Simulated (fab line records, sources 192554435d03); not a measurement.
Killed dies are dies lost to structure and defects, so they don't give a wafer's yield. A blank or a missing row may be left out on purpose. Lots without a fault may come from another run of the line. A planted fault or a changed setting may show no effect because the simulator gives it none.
fab line records | flow n5_finfet | part 2 of 2: steps 21 to 28 of 28
record lots=5 wafers=15 last_day=16
route steps=1938 shown BEOL_M3@944
lots that met no fault: from a run of the same line without faults
start_h: hours from the record's first day to the start of the lot's first wafer shown | wait_h: hours since the lot's step before | " the same as in the row above | L1.1+2: a row that stands for several wafers | - no value, or no start given | * or withheld: withheld | < > ~ a bound
route shown NAME@n: a module of which the file shows steps, and the number in the route of the first | usual: mean/standard deviation of fault-free wafers | same: alike in all rows | chamber/n: place in a boat | sites: the reading at each site | _std_site: their standard deviation | _edge_site: outer sites' mean less inner sites' | radius_mm: how far each site lies from the wafer's centre | mask NAME#n: copy n | behind: the tool/chamber that last shaped the wafer | hold: why the lot was held/for how many hours/how that ended | device: the transistor (n, p or np) that didn't switch | end of line: the same wafers' tests at the end of the route | a step without rows: its recipe alone | killed: dies lost to structure and defects at the first sort, not the wafer's yield | map: a wafer's dies, x killed, . not, _ none there
set.NAME: the setting as run; set.NAME@STEP: as run at that earlier step | model.NAME: the simulator's own value behind a step, which no gauge read
lots at some steps of the route; a table a step, a row a wafer
services: from which hour (start_h, from the record's first day; less than 0 if before it) a tool's chamber was out of use, for how many hours, and why
## steps
# step N5_BEOL_M3_PEB_26
# recipe peb_temp_c=100 peb_time_s=60 resist=CAR-EUV
# usual plate_temp_C=100.02/0.14
# same peb_time_s=60
# columns lot.wafer tool chamber start_h wait_h plate_temp_C
L079.3 litho_track-05 0 168.41 0.1 100.02
L079.4 " 0 " " 100.21
L079.6 " 0 " " 100.12
L082.2 litho_track-02 0 190.77 0.1 100.04
L082.4 " 0 " " 100.28
L082.5 " 0 " " 100.09
L088.3 litho_track-02 0 233.79 0.1 99.90
L088.5 " 0 " " 99.70
L088.6 " 0 " " 99.86
L091.1 litho_track-02 0 249.28 0.1 99.96
L091.2 " 0 " " 99.94
L091.5 " 0 " " 99.96
L096.3 litho_track-04 0 275.78 0.1 99.81
L096.4 " 0 " " 99.97
L096.5 " 0 " " 99.95
# step N5_BEOL_M3_DEVELOP_27
# recipe develop_time_s=30 developer=TMAH resist=CAR-EUV rinse_liquid=surfactant_rinse dry=air_spin dev_temp_c=23
# columns lot.wafer tool chamber start_h wait_h
L079.3+4+6 litho_track-05 0 - -
L082.2+4+5 litho_track-02 0 - -
L088.3+5+6 litho_track-02 0 - -
L091.1+2+5 litho_track-02 0 - -
L096.3+4+5 litho_track-04 0 - -
# step N5_BEOL_M3_CD_MEAS_28
# recipe target_cd_nm=25.7 landing_energy_ev=500 detector=se_inlens target_cd_y_nm=23.3 polarity=opening
# usual cd_nm=25.70/0.25
# columns lot.wafer tool chamber start_h wait_h cd_nm
L079.3 cd_sem-03 0 168.48 - 25.37
L079.4 " 0 " " 25.84
L079.6 " 0 " " 25.63
L082.2 cd_sem-01 0 190.83 - 25.35
L082.4 " 0 " " 25.80
L082.5 " 0 " " 25.70
L088.3 cd_sem-01 0 233.86 - 25.67
L088.5 " 0 " " 25.55
L088.6 " 0 " " 25.49
L091.1 cd_sem-03 0 249.35 - 25.95
L091.2 " 0 " " 25.74
L091.5 " 0 " " 26.03
L096.3 cd_sem-02 0 275.85 - 25.65
L096.4 " 0 " " 25.45
L096.5 " 0 " " 25.72
# step N5_BEOL_M3_OVL_MEAS_29
# recipe points_per_wafer=522
# usual V2_OVL=-0.6/0.77
# columns lot.wafer tool chamber start_h wait_h V2_OVL[nm]
L079.3 overlay-01 0 168.52 0.0 -1.0
L079.4 " 0 " " -2.7
L079.6 " 0 " " -1.7
L082.2 overlay-02 0 190.87 0.0 -2.7
L082.4 " 0 " " -0.8
L082.5 " 0 " " -2.5
L088.3 overlay-02 0 233.90 0.0 -0.2
L088.5 " 0 " " 0.4
L088.6 " 0 " " -0.2
L091.1 overlay-02 0 249.38 0.0 -0.4
L091.2 " 0 " " -0.8
L091.5 " 0 " " 0.2
L096.3 overlay-02 0 275.89 0.0 -1.8
L096.4 " 0 " " -0.4
L096.5 " 0 " " -0.8
# step N5_BEOL_M3_INSPECT_30
# recipe mode=adi inspect_instrument=brightfield
# usual raw_defect_count=402/78
# columns lot.wafer tool chamber start_h wait_h raw_defect_count
L079.3 defect_inspect-01 - 168.57 0.0 424
L079.4 " - " " 338
L079.6 " - " " 337
L082.2 defect_inspect-01 - 190.92 0.0 318
L082.4 " - " " 427
L082.5 " - " " 509
L088.3 defect_inspect-02 - 233.95 0.0 338
L088.5 " - " " 331
L088.6 " - " " 365
L091.1 defect_inspect-01 - 249.44 0.1 377
L091.2 " - " " 248
L091.5 " - " " 344
L096.3 defect_inspect-02 - 275.93 0.0 293
L096.4 " - " " 287
L096.5 " - " " 314
# step N5_BEOL_M3_DESCUM_33
# recipe chemistry=O2 time_s=7 source_power_w=50 bias_power_w=20 pressure_mtorr=20 rf_frequency_hz=2.712e+07 temp_c=40 resist=CAR-EUV o2_flow_sccm=225
# usual drypump_motor_current_A=5.8/0.42 oes_product_au=0.76/0.068 rf_vpp_V=243.2/1.3 showerhead_plenum_p_Torr=2.09/0.063 throttle_valve_pct=20.51/0.19
# columns lot.wafer tool chamber start_h wait_h drypump_motor_current_A oes_product_au rf_hours_counter_h rf_vpp_V showerhead_plenum_p_Torr throttle_valve_pct
L079.3 rie_diel-04 0 168.61 0.0 5.2 0.72 189 240.2 1.98 20.42
L079.4 " 1 " " 5.2 0.89 34 244.7 2.14 20.44
L079.6 " 0 " " 5.2 0.73 - 241.1 1.98 20.45
L082.2 rie_diel-05 2 190.96 0.0 5.3 0.71 190 243.7 2.17 20.33
L082.4 " 0 " " 6.1 0.83 69 243.6 2.12 20.55
L082.5 " 2 " " 5.3 0.70 - 243.6 2.17 20.32
L088.3 rie_diel-02 3 234.08 0.1 5.9 0.70 239 243.2 2.06 20.21
L088.5 " 3 " " 5.9 0.70 - 243.5 2.06 20.22
L088.6 " 2 " " 6.3 0.71 - 244.8 2.17 20.63
L091.1 rie_diel-02 2 249.53 0.1 6.3 0.71 190 244.0 2.17 20.64
L091.2 " 0 " " 5.8 0.72 227 242.5 2.07 20.66
L091.5 " 2 " " 6.3 0.71 - 244.9 2.17 20.63
L096.3 rie_diel-05 3 276.06 0.1 6.1 0.76 126 241.8 2.03 20.51
L096.4 " 3 " " 6.1 0.76 - 244.1 2.03 20.51
L096.5 " 0 " " 6.0 0.79 - 244.5 2.11 20.59
# step N5_BEOL_M3_ETCH_77
# recipe chemistry=N2/H2 target=underlayer target_depth_a=65 mask_material=CAR-EUV time_s=5.2 ion_energy_ev=200 pressure_mtorr=30 source_w=840 bias_w=150 n2_flow_sccm=200 h2_flow_sccm=200 ends=cleared
# usual drypump_motor_current_A=5.8/0.42 etch_rf_on_time_s=5.22/0.099 oes_product_au=0.64/0.057 rf_vpp_V=523.8/2.7 showerhead_plenum_p_Torr=2.53/0.078 throttle_valve_pct=17.89/0.22
# columns lot.wafer tool chamber start_h wait_h drypump_motor_current_A etch_rf_on_time_s oes_product_au rf_hours_counter_h rf_vpp_V showerhead_plenum_p_Torr throttle_valve_pct
L079.3 rie_diel-04 0 168.64 0.0 5.2 5.27 0.61 189 520.7 2.43 17.94
L079.4 " 1 " " 5.2 5.35 0.74 34 526.0 2.59 17.77
L079.6 " 0 " " 5.3 5.33 0.61 - 518.8 2.43 17.92
L082.2 rie_diel-05 2 190.99 0.0 5.3 5.32 0.60 190 525.6 2.65 17.80
L082.4 " 0 " " 6.1 5.07 0.72 69 526.0 2.56 17.94
L082.5 " 2 " " 5.3 5.31 0.59 - 526.8 2.65 17.80
L088.3 rie_diel-02 3 234.11 0.0 5.9 5.30 0.59 239 521.5 2.50 17.77
L088.5 " 3 " " 5.9 5.25 0.59 - 522.0 2.50 17.79
L088.6 " 2 " " 6.3 5.25 0.61 - 527.0 2.63 17.99
L091.1 rie_diel-02 2 249.56 0.0 6.3 5.25 0.61 190 529.0 2.63 18.01
L091.2 " 0 " " 5.8 5.25 0.61 227 526.0 2.50 18.09
L091.5 " 2 " " 6.3 5.20 0.61 - 526.1 2.63 18.00
L096.3 rie_diel-05 3 276.10 0.0 6.1 5.09 0.65 126 521.7 2.43 17.60
L096.4 " 3 " " 6.1 5.16 0.66 - 521.1 2.43 17.63
L096.5 " 0 " " 6.1 5.09 0.70 - 523.6 2.55 18.01
# step N5_BEOL_M3_ETCH_69
# recipe chemistry=CF4 target=SiARC target_depth_a=156 mask_material=CAR-EUV time_s=26 ion_energy_ev=80 pressure_mtorr=40 source_w=545 bias_w=36 Ar_flow_sccm=100 cf4_flow_sccm=100 ends=cleared
# usual drypump_motor_current_A=5.8/0.42 etch_rf_on_time_s=26.1/0.43 oes_product_au=0.64/0.057 rf_vpp_V=184.0/1 showerhead_plenum_p_Torr=2.14/0.058 throttle_valve_pct=15.70/0.18
# columns lot.wafer tool chamber start_h wait_h drypump_motor_current_A etch_rf_on_time_s oes_product_au rf_hours_counter_h rf_vpp_V showerhead_plenum_p_Torr throttle_valve_pct
L079.3 rie_diel-04 0 168.66 0.0 5.2 26.2 0.62 189 182.1 2.05 15.79
L079.4 " 1 " " 5.2 26.6 0.74 34 184.1 2.19 15.55
L079.6 " 0 " " 5.2 26.1 0.62 - 183.5 2.05 15.78
L082.2 rie_diel-05 2 191.01 0.0 5.3 26.2 0.61 190 184.6 2.21 15.54
L082.4 " 0 " " 6.1 25.6 0.72 69 185.4 2.18 15.75
L082.5 " 2 " " 5.3 26.6 0.61 - 184.8 2.21 15.54
L088.3 rie_diel-02 3 234.13 0.0 5.9 26.5 0.61 239 183.8 2.12 15.54
L088.5 " 3 " " 5.8 26.7 0.59 - 182.9 2.12 15.56
L088.6 " 2 " " 6.3 26.1 0.61 - 186.5 2.21 15.79
L091.1 rie_diel-02 2 249.58 0.0 6.3 25.9 0.60 190 185.5 2.21 15.78
L091.2 " 0 " " 5.8 26.1 0.61 227 184.0 2.11 15.85
L091.5 " 2 " " 6.3 26.3 0.60 - 185.4 2.21 15.78
L096.3 rie_diel-05 3 276.11 0.0 6.1 25.6 0.66 126 183.7 2.08 15.70
L096.4 " 3 " " 6.1 25.5 0.66 - 183.2 2.08 15.68
L096.5 " 0 " " 6.1 25.6 0.69 - 183.8 2.17 15.82
## services
# columns tool chamber start_h hours kind
rie_diel-04 0 150.47 3.8 repair
rie_diel-02 3 155.23 9.1 repair
euv_scanner-02 - 156.12 1.0 pm
euv_scanner-01 - 169.13 1.0 pm
rie_diel-04 2 180.80 8.5 repair
euv_scanner-01 - 208.25 1.9 repair
euv_scanner-02 - 212.27 1.0 pm
euv_scanner-01 - 214.53 4.6 pm
euv_scanner-01 - 225.28 1.0 pm
litho_track-02 - 227.30 - consumable_replace:filter
rie_diel-04 1 229.69 7.4 repair
euv_scanner-02 - 241.70 4.6 pm
rie_diel-05 3 265.18 6.2 repair
euv_scanner-02 - 265.96 0.2 repair
rie_diel-02 3 267.81 - clean
rie_diel-02 3 267.81 - consumable_replace:focus_ring
rie_diel-02 3 267.81 36.6 scheduled_down
rie_diel-02 3 267.81 36.6 vent_cycle
euv_scanner-02 - 268.42 1.0 pm
rie_metal-02 1 271.24 5.2 repair
rie_diel-05 1 271.34 - clean
rie_diel-05 1 271.34 - consumable_replace:focus_ring
rie_diel-05 1 271.34 21.2 scheduled_down
rie_diel-04 - 273.42 14.6 pm
